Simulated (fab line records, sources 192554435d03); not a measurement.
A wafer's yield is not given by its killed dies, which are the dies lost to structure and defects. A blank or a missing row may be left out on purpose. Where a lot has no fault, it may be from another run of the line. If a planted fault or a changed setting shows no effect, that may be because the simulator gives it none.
Problem report in the 8D (eight disciplines) form, filled by code || flow n5 finfet || the parts of the form that need people (team, actions taken, sign-off) are left out

1. THE ISSUE
At N5_BEOL_M9_OCD_MEAS_38, trench depth nm averages 0.0 nm over 6 wafers from 2 lots, while fault-free wafers read 151.6 nm, standard deviation 2.7. Measured from the usual mean, that is -56 standard deviations.
Seen first at day 10 03:08 on ocd-01, wafer L748.2. The record holds 24 wafers of 8 lots with a number at this step. The rule behind "out" and "out of limits": a value lying over 4 standard deviations away from the usual mean. The other wafers with a number count as sound.

2. WHAT THIS IS AND IS NOT
{"question": "which readings at this step", "is": "trench depth nm", "is not": "-"}
{"question": "which lots", "is": "L748, L749", "is not": "L752, L759, L760, L766, L768, L769"}
{"question": "which wafers of those lots", "is": "all that have a number", "is not": "-"}
{"question": "read on which gauges", "is": "ocd-01", "is not": "ocd-02"}
{"question": "when", "is": "from day 10 03:08", "is not": "up to then (0 sound wafers); but 18 sound wafers of L752, L759, L760, L766, L768, L769 came after"}

3. THE SUSPECTS, EACH WITH WHAT RULES IT OUT
Counting: a tool stays on the suspect list if, at a process step up to the reading, it processed all lots that are out and no sound lot following the first of them.
- the gauge at N5_BEOL_M9_OCD_MEAS_38 is ruled out. All the wafers that are out were read on ocd-01, but those of them that N5_PASSIVATION_PROBE_49 has rows for are out there too, on other tools.
- rie diel-06 at N5_BEOL_M9_DESCUM_33 (chemistry O2, time 7 s): ruled out as a lasting fault. Following L748 (day 10 02:40), the first lot on it that is out, the sound lots L760 were run on it.
- rie diel-06 at N5_BEOL_M9_ETCH_65 (etches SiARC in CF4, target depth 15.6 nm, time 26 s): ruled out as a lasting fault. Following L748 (day 10 02:43), the first lot on it that is out, the sound lots L760 were run on it.
- rie diel-06 at N5_BEOL_M9_VIA_ETCH_34 (etches SiCOH lowk in C4F6/O2, target depth 182.4 nm, time 68.4 s): ruled out as a lasting fault. Following L748 (day 10 02:51), the first lot on it that is out, the sound lots L760 were run on it.
- rie diel-06 at N5_BEOL_M9_TRENCH_ETCH_37 (etches SiCOH lowk in C4F6/O2, target depth 151.43 nm, time 49 s): ruled out as a lasting fault. Following L748 (day 10 02:57), the first lot on it that is out, the sound lots L760 were run on it.
Left after counting: nothing in the record.

4. THE CAUSE (what the simulator had put in)
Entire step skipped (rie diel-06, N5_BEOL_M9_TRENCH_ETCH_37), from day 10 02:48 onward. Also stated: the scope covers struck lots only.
The count ruled it out by mistake, since the rule takes a fault to strike every lot its tool runs from the start of the fault on, and this one did not do so.

5. THE CHAIN OF EFFECTS, in route order
One row per reading whose mean, taken over the struck wafers that have a number, lies over 3 standard deviations from the usual. Only readings for which the record gives a usual standard deviation are gone through. hours: the time from each lot's start at the first step in this table that gives one to its start at this step, as a median over the lots. sigmas: the change in usual standard deviations.
{"hours": 0, "step": "N5_BEOL_M9_OCD_MEAS_38", "reading": "trench depth nm", "usual": "151.6 nm", "on struck wafers": 0.0, "change": -151.6, "sigmas": -56}
{"hours": 58, "step": "N5_PASSIVATION_PROBE_49", "reading": "defect limited yield", "usual": "91.3 %", "on struck wafers": 0.0, "change": -91.3, "sigmas": -61}
{"hours": 58, "step": "N5_PASSIVATION_PROBE_49", "reading": "killed_at_M4_up", "usual": 13, "on struck wafers": 1075, "change": "+1062", "sigmas": "+99 or more"}
{"hours": 58, "step": "N5_PASSIVATION_PROBE_49", "reading": "killed dies", "usual": 102, "on struck wafers": 1180, "change": "+1078", "sigmas": "+60"}
{"hours": 58, "step": "N5_PASSIVATION_PROBE_49", "reading": "killed on rim", "usual": 13, "on struck wafers": 152, "change": "+139", "sigmas": "+35"}
{"hours": 58, "step": "N5_PASSIVATION_PROBE_49", "reading": "sort_bin_5_function", "usual": "5.1 %", "on struck wafers": 95.8, "change": "+90.8", "sigmas": "+91"}
{"hours": 58, "step": "N5_PASSIVATION_PROBE_49", "reading": "sort n pass", "usual": 1078, "on struck wafers": 0, "change": -1078, "sigmas": -60}
{"hours": 58, "step": "N5_PASSIVATION_PROBE_49", "reading": "sort yield pct", "usual": "91.3 %", "on struck wafers": 0.0, "change": -91.3, "sigmas": -61}
The process steps in it:
- N5_PASSIVATION_PROBE_49
Readings that are blank on the struck wafers while sound wafers have them: C4F6_flow_sccm at N5_BEOL_M9_TRENCH_ETCH_37; O2_flow_sccm at N5_BEOL_M9_TRENCH_ETCH_37; drypump motor current A at N5_BEOL_M9_TRENCH_ETCH_37; oes product au at N5_BEOL_M9_TRENCH_ETCH_37; rf fwd power W at N5_BEOL_M9_TRENCH_ETCH_37; rf vpp V at N5_BEOL_M9_TRENCH_ETCH_37; showerhead plenum p Torr at N5_BEOL_M9_TRENCH_ETCH_37; throttle valve pct at N5_BEOL_M9_TRENCH_ETCH_37.

6. WHAT WOULD HAVE CAUGHT IT SOONER
The first out-of-limits reading at a measuring or inspecting step in this record came at day 10 03:08, 0 hours after the fault's start at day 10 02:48.
At N5_BEOL_M9_TRENCH_ETCH_37 the tool's readings are blank on the struck wafers, where sound wafers have them: an empty tool record is the first sign, and it was there at once.
